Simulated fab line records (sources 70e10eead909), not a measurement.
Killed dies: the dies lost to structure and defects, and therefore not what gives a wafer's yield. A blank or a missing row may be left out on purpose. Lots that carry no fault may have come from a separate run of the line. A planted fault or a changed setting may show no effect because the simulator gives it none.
fab line records | flow nand_harc
[record] lots = 5 | wafers = 15 | last_day = 33
route steps=1302 shown A_CHANNEL_HOLE_D2@603 A_CHANNEL_FILL_D2@610 END@1302
lots with no fault: from the same line, run without faults
start_h: start of the lot's first displayed wafer, in hours after the record's first day | wait_h: how many hours have passed since the lot's step before this one | " as in the row above | L1.1+2: a single row standing in for several wafers | - either no value or no given start | * or withheld: withheld | < > ~ a bound
route shown NAME@n: NAME is a module with steps in the file, n the number in the route of the first one | usual: mean/standard deviation taken from wafers without a fault | same: alike in all rows | chamber/n: place in a boat | sites: per-site readings | _std_site: standard deviation of those values | _edge_site: the outer-site mean with the inner-site mean subtracted | radius_mm: how far each site lies from the wafer's centre | mask NAME#n: copy n | behind: the most recent tool/chamber to have shaped the wafer | hold: reason for holding the lot/hours on hold/outcome of the hold | device: whichever transistor did not switch (one of n, p or np) | end of line: the same wafers' tests at the end of the route | for a step that has no rows: nothing shown but its recipe | killed: at the first sort, the dies lost to defects and structure; wafer yield is something else | map: a wafer's dies, x killed, . not, _ none there
set.NAME: the run value of the setting; set.NAME@STEP: its run value at that earlier step | model.NAME: the simulator's own value behind a step, which no gauge read
lots seen at some steps along the route; tables by step, rows by wafer
services: from which hour (start_h, from the record's first day; less than 0 if before it) a tool's chamber was out of use, for how many hours, and why
[[steps]]
[step NHARC_A_CHANNEL_HOLE_D2_ETCH_44]
[recipe] target_depth_a = 1400 | overetch_a = 140 | time_s = 77 | ion_energy_ev = 100 | cf4_flow_sccm = 80 | o2_flow_sccm = 20 | ar_flow_sccm = 0 | rf_w = 300 | bias_w = 100 | chemistry = CF4/O2
[step NHARC_A_CHANNEL_HOLE_D2_STRIP_28]
[recipe] o2_flow_sccm = 500 | ar_flow_sccm = 0 | bias_w = 0 | chemistry = O2
[step NHARC_A_CHANNEL_HOLE_D2_PRECLEAN_29]
[recipe] time_s = * | temp_c = 50 | bath_age_min = 0 | chemistry = SC1
[step NHARC_A_CHANNEL_HOLE_D2_SRD_30]
[step NHARC_A_CHANNEL_HOLE_D2_XSEM_32]
[recipe] landing_energy_ev = 35000
[step NHARC_A_CHANNEL_FILL_D2_PRECLEAN_00]
[recipe] time_s = * | temp_c = 50 | bath_age_min = 0 | chemistry = SC1
[step NHARC_A_CHANNEL_FILL_D2_SRD_01]
[step NHARC_A_CHANNEL_FILL_D2_ALD_02]
[recipe] target_thk_a = 60 | pulse_time_s = 10 | ald_cycles = 60 | temp_c = 300 | material = SiO2
[step NHARC_A_CHANNEL_FILL_D2_ALD_03]
[recipe] target_thk_a = 60 | pulse_time_s = 60 | ald_cycles = 58 | temp_c = 630 | pressure_torr = 2 | material = SiNx
[step NHARC_A_CHANNEL_FILL_D2_ALD_14]
[recipe] target_thk_a = 25 | pulse_time_s = 10 | ald_cycles = 25 | temp_c = 300 | material = SiO2
[step NHARC_A_CHANNEL_FILL_D2_ALD_15]
[recipe] target_thk_a = 20 | pulse_time_s = 60 | ald_cycles = 19 | temp_c = 630 | pressure_torr = 2 | material = SiNx
[usual] precursor_pulse_height_rel = 1.001/0.021 | susceptor_temp_C = 629.95/0.27
lot.wafer | tool             | chamber | start_h | wait_h | precursor_pulse_height_rel | susceptor_temp_C
L436.2    | ald_sin_batch-02 | 0       | 328.67  | -      | 1.005                      | -
L436.4    | "                | 0       | "       | "      | 0.993                      | -
L436.5    | "                | 0       | "       | "      | 1.024                      | -
L438.1    | ald_sin_batch-03 | 0       | 347.88  | -      | 1.034                      | -
L438.3    | "                | 0       | "       | "      | 0.980                      | -
L438.6    | "                | 0       | "       | "      | 0.968                      | -
L444.1    | ald_sin_batch-02 | 0       | 414.13  | -      | 0.996                      | 645.45
L444.4    | "                | 0       | "       | "      | 0.996                      | 644.96
L444.5    | "                | 0       | "       | "      | 1.004                      | 645.42
L455.1    | ald_sin_batch-03 | 0       | 520.10  | -      | 1.009                      | -
L455.3    | "                | 0       | "       | "      | 0.976                      | -
L455.6    | "                | 0       | "       | "      | 0.975                      | -
L457.1    | ald_sin_batch-01 | 0       | 545.55  | -      | 1.001                      | -
L457.4    | "                | 0       | "       | "      | 0.979                      | -
L457.5    | "                | 0       | "       | "      | 0.967                      | -
[step NHARC_A_CHANNEL_FILL_D2_ALD_16]
[recipe] target_thk_a = 15 | pulse_time_s = 10 | ald_cycles = 15 | temp_c = 300 | material = SiO2
[usual] heater_power_w = 444/38 | precursor_pulse_height_rel = 1.002/0.019 | susceptor_temp_C = 299.96/0.19
lot.wafer | tool      | chamber | start_h | wait_h | heater_power_w | precursor_pulse_height_rel | since_wet_clean_h | susceptor_temp_C
L436.2    | ald_hk-01 | 1       | 330.71  | 0.0    | 379            | 1.001                      | 20                | 299.78
L436.4    | "         | 0       | "       | "      | 446            | 1.043                      | 20                | 299.92
L436.5    | "         | 2       | "       | "      | 414            | 0.971                      | -                 | 300.06
L438.3    | ald_hk-04 | 2       | 350.11  | 0.2    | 471            | 1.000                      | 85                | 300.00
L438.1    | "         | 3       | "       | "      | 418            | 1.011                      | 85                | 299.95
L438.6    | "         | 2       | "       | "      | 475            | 1.015                      | -                 | 300.11
L444.4    | ald_hk-02 | 2       | 416.19  | 0.0    | 423            | 1.014                      | 55                | 300.05
L444.1    | "         | 0       | "       | "      | 532            | 0.998                      | 55                | 300.19
L444.5    | "         | 2       | "       | "      | 432            | 0.989                      | -                 | 300.02
L455.3    | ald_hk-02 | 3       | 522.15  | 0.1    | 495            | 1.046                      | 161               | 299.50
L455.1    | "         | 1       | "       | "      | 507            | 1.006                      | 161               | 299.99
L455.6    | "         | 2       | "       | "      | 426            | 0.983                      | -                 | 300.08
L457.4    | ald_hk-01 | 3       | 547.60  | 0.0    | 416            | 1.000                      | 56                | 299.99
L457.1    | "         | 2       | "       | "      | 408            | 0.980                      | 56                | 300.14
L457.5    | "         | 0       | "       | "      | 445            | 1.024                      | -                 | 299.98
[step NHARC_END_SORT_01]
[recipe] temp_c = 25
[usual] killed_at_array = 52/18 | killed_at_other = 1.0/1.4 | killed_at_periphery = 3.1/2.3 | killed_dies = 56/17 | killed_open = 3.0/1.7 | killed_short = 2.5/1.7
[same] gross_dies = 677
lot.wafer | tool      | chamber | start_h | wait_h | killed_at_array | killed_at_other | killed_at_periphery | killed_dies | killed_open | killed_short
L436.2    | prober-02 | 0       | 568.48  | 2.8    | 83              | 0               | 0                   | 83          | 2           | 3
L436.4    | prober-02 | 0       | 570.07  | 3.4    | 56              | 0               | 1                   | 57          | 2           | 0
L436.5    | prober-02 | 0       | 570.86  | 3.7    | 62              | 0               | 1                   | 63          | 2           | 1
// killed by level:class
L436.2 A_CHANNEL_HOLE_D1:chamber_film_flake=23 A_CHANNEL_HOLE_D2:chamber_film_flake=22 A_SLIT:chamber_film_flake=20 A_WL_FILL:chamber_film_flake=4 A_STAIRCASE:chamber_film_flake=3 A_CONTACT:unspecified=2 A_CONTACT:chamber_film_flake=2 A_SOURCE_PLATE:geometric_particle:short=1
L436.4 A_SLIT:chamber_film_flake=18 A_CHANNEL_HOLE_D1:chamber_film_flake=14 A_CHANNEL_HOLE_D2:chamber_film_flake=12 A_CHANNEL_FILL_D1:chamber_film_flake=4 A_STAIRCASE:chamber_film_flake=3 A_CHANNEL_HOLE_D2:geometric_particle:open=1 A_M0:geometric_particle:open=1 P_ZERO_WELL:chamber_film_flake=1
L436.5 A_SLIT:chamber_film_flake=19 A_CHANNEL_HOLE_D2:chamber_film_flake=16 A_CHANNEL_HOLE_D1:chamber_film_flake=11 A_WL_FILL:chamber_film_flake=6 A_STAIRCASE:chamber_film_flake=3 A_CONTACT:unspecified=2 A_CHANNEL_FILL_D1:geometric_particle:open=1 A_WL_FILL:geometric_particle:short=1
[[services]]
tool             | chamber | start_h | hours | kind
ald_hk-01        | 0       | 310.83  | -     | clean
ald_hk-01        | 1       | 310.83  | -     | clean
ald_hk-01        | 2       | 310.83  | -     | clean
ald_hk-01        | 3       | 310.83  | -     | clean
ald_hk-02        | -       | 351.38  | 10.0  | pm
ald_hk-02        | 0       | 351.38  | 10.0  | vent_cycle
ald_hk-02        | 1       | 351.38  | 10.0  | vent_cycle
ald_hk-02        | 2       | 351.38  | 10.0  | vent_cycle
ald_hk-02        | 3       | 351.38  | 10.0  | vent_cycle
ald_hk-02        | 0       | 361.38  | -     | clean
ald_hk-02        | 1       | 361.38  | -     | clean
ald_hk-02        | 2       | 361.38  | -     | clean
ald_hk-02        | 3       | 361.38  | -     | clean
ald_hk-04        | -       | 433.47  | 10.0  | pm
ald_hk-01        | 2       | 481.54  | 10.0  | vent_cycle
ald_hk-01        | 3       | 481.54  | 10.0  | vent_cycle
ald_hk-01        | 0       | 491.54  | -     | clean
ald_hk-01        | 1       | 491.54  | -     | clean
ald_hk-01        | 2       | 491.54  | -     | clean
ald_hk-01        | 3       | 491.54  | -     | clean
ald_sin_batch-01 | -       | 506.00  | 26.0  | pm
ald_hk-02        | -       | 530.86  | 10.0  | pm
ald_hk-02        | 0       | 530.86  | 10.0  | vent_cycle
ald_sin_batch-02 | -       | 538.47  | 2.6   | repair
[[key]]
[first_sign] step = NHARC_A_CHANNEL_FILL_D2_ALD_15 | reading = susceptor_temp_C | direction = up | sigmas = 56 | usual = * | struck = *
effect none on later readings
met_at NHARC_A_CHANNEL_FILL_D2_ALD_15
struck_wafers L444.1,L444.4,L444.5
tester_left_out L444
onset_between 328.67 414.13
[fault] kind = process_parameter_drift | tool = ald_sin_batch-02 | chamber = - | onset_h = 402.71 | steps = NHARC_A_CHANNEL_FILL_D1_ALD_03,NHARC_A_CHANNEL_FILL_D1_ALD_15,NHARC_A_CHANNEL_FILL_D2_ALD_03,NHARC_A_CHANNEL_FILL_D2_ALD_15 | channel = temp_c | offset = * | shape = step | end_h = 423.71 | stated = *
// tester_left_out: of these lots the tester's yield and bins aren't shown, on N5 and GAA mostly nor the transistor test; their killed dies are dies lost to structure and defects alone, not to doping, threshold or leakage, so they don't give the yield
